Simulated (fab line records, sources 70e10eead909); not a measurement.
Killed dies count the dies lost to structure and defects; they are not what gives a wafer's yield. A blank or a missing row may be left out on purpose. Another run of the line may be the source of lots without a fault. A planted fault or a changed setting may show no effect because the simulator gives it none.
Chamber matching	flow nandHarc	NHARC_P_CONTACT_ETCH_35 on rieDiel-05: 4 sister chambers
The step etches the open film in CF4, target depth 39 nm, time 65 s. 18 wafers are shown with their chamber, then 9 later ones without.

== WAFERS PAIRED WITH THEIR CHAMBERS ==
wafer	chamber	drypumpMotorCurrentA (A)	oesProductAu (a.u.)	rfVppV (V)
L075.1	2	5.5	1.028	152.9
L075.2	0	6.4	0.987	149.0
L075.5	0	6.3	0.995	150.7
L076.1	1	4.9	0.989	152.4
L076.3	2	5.5	1.010	153.3
L076.4	3	5.6	1.000	149.5
L079.2	3	5.5	0.988	148.8
L079.5	3	5.6	0.998	150.8
L079.6	2	5.5	1.007	151.6
L081.1	1	4.9	0.976	151.8
L081.2	2	5.5	1.016	152.6
L081.4	0	6.4	0.983	149.7
L084.1	3	5.6	0.994	150.3
L084.3	1	4.9	0.982	152.0
L084.5	2	5.5	1.014	151.4
L090.1	2	5.5	1.003	152.6
L090.3	3	5.5	0.991	151.0
L090.5	1	4.9	0.985	151.7

SIGNATURES, as means of the wafers listed above
reading	chamber 0	chamber 1	chamber 2	chamber 3	scatter within a chamber
drypumpMotorCurrentA	6.367	4.900	5.500	5.560	0.0365
oesProductAu	0.98833	0.98300	1.01300	0.99420	0.00677
rfVppV	149.800	151.975	152.400	150.080	0.752
Rule: for a wafer and a chamber, the distance is found by dividing, reading by reading, the gap between the wafer's reading and the chamber's mean by the reading's scatter, squaring, summing and taking the root. If the next closest chamber is less than 2 further off than the closest, the wafer can't be placed; otherwise it belongs to the closest. The scatter is the square root of a quotient: the sum, over the shown wafers, of each reading's squared deviation from its chamber's mean, divided by wafers minus chambers.

== WAFERS WITHOUT THEIR CHAMBER ==
wafer	drypumpMotorCurrentA (A)	oesProductAu (a.u.)	rfVppV (V)
L092.3	4.9	1.001	152.2
L092.4	6.3	0.993	150.6
L092.6	5.6	1.008	150.0
L094.1	5.5	1.007	152.7
L094.3	4.9	0.989	152.1
L094.4	5.6	1.001	150.0
L097.2	6.3	0.992	151.9
L097.4	5.5	1.002	153.1
L097.5	5.5	1.005	151.1

== EACH ONE'S CHAMBER ==
wafer	from the rows above	in truth
L092.3	1	1
L092.4	0	0
L092.6	can't be placed: 3 or 2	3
L094.1	2	2
L094.3	1	1
L094.4	3	3
L097.2	0	0
L097.4	2	2
L097.5	can't be placed: 2 or 3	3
Placed correctly: 7 of 9. Not placeable from these rows: 2 (in 2, the candidates include the true chamber). 0 placed wrongly.
